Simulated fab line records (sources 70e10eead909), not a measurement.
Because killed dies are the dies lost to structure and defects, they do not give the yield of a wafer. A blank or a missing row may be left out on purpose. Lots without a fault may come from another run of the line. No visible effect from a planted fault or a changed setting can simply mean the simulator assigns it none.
Code-filled problem report in 8D (eight disciplines) form | flow nand harc | the parts of the form that need people (team, actions taken, sign-off) are left out

== 1. THE PROBLEM ==
Wafers without a fault read 1001 nm, standard deviation 11; thk nm at NHARC_A_ONON_D1_THK_MEAS_21 reads a mean of 1264 nm on 6 wafers belonging to 2 lots. That is +24 standard deviations from the usual mean.
The step: measures by ellipsometry.
First observed at day 10 07:58: wafer L709.1, on film metro-02. Wafers with a number at this step in the record: 36, from 12 lots. Rule for "out", or "out of limits": more than 4 standard deviations from the usual mean. Any other wafer with a number is counted as sound.

== 2. WHAT IT IS, AND WHAT IT ISN'T ==
question                    | is                     | is not
which readings at this step | thk nm                 | -
which lots                  | L709, L710             | L706, L707, L715, L717, L718, L719, L721, L723, L724, L725
which wafers of those lots  | all that have a number | -
read on which gauges        | film metro-02          | film metro-01
when                        | from day 10 07:58      | up to then (6 sound wafers); but 24 sound wafers of L715, L717, L718, L719, L721, L723, L724, L725 came after

== 3. WHAT RULES OUT EACH SUSPECT ==
Counting: a tool at any process step up to the reading remains a suspect when it ran all the lots that are out and ran no sound lot after the first of those.
- ruled out: the gauge at NHARC_A_ONON_D1_THK_MEAS_21. All the wafers that are out were read on film metro-02, but those of them that NHARC_END_SORT_01 has rows for are out there too, on other tools.
- rtp anneal-02 at NHARC_A_ZERO_WELL_RTA_16 (time 10 s): ruled out as a lasting fault. Following L709 (day 8 21:15), the first lot on it that is out, the sound lots L715, L717, L718, L723, L724 were run on it.
- pecvd onon-04 at NHARC_A_ONON_D1_DEP_19 (target thk 1000 nm): ruled out as a lasting fault. Following L709 (day 10 07:27), the first lot on it that is out, the sound lots L723, L725 were run on it.
Left after counting: nothing in the record.

== 4. THE CAUSE (what the simulator had put in) ==
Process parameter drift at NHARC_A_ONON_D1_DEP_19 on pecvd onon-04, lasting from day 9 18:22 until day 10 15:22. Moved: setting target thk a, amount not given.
Counting ruled it out, wrongly: the rule takes a fault to strike every lot that its tool runs from its start on, and this one did not.

== 5. THE CHAIN OF EFFECTS, in route order ==
Each row: a reading whose mean over the struck wafers that have a number lies more than 3 standard deviations from the usual. Only readings whose record carries a usual standard deviation are examined. hours: median over the lots of the time between each lot's start at the first step of this table that gives one and its start at this step. sigmas: the change, counted in usual standard deviations.
hours | step                        | reading         | usual   | on struck wafers | change | sigmas
0     | NHARC_A_ONON_D1_THK_MEAS_21 | thk nm          | 1001 nm | 1264             | +264   | +24
397   | NHARC_END_SORT_01           | killed at array | 58      | 676              | +618   | +31
397   | NHARC_END_SORT_01           | killed dies     | 63      | 677              | +614   | +31

== 6. HOW IT WOULD HAVE BEEN CAUGHT EARLIER ==
In this record the first reading out of limits at a measuring or inspecting step was taken at day 10 07:58, 14 hours after the fault began at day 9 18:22.
Of the tool readings at NHARC_A_ONON_D1_DEP_19 for which the record gives a usual standard deviation, none was out on any struck wafer, so an alarm limit of 4 standard deviations on them would not have fired.
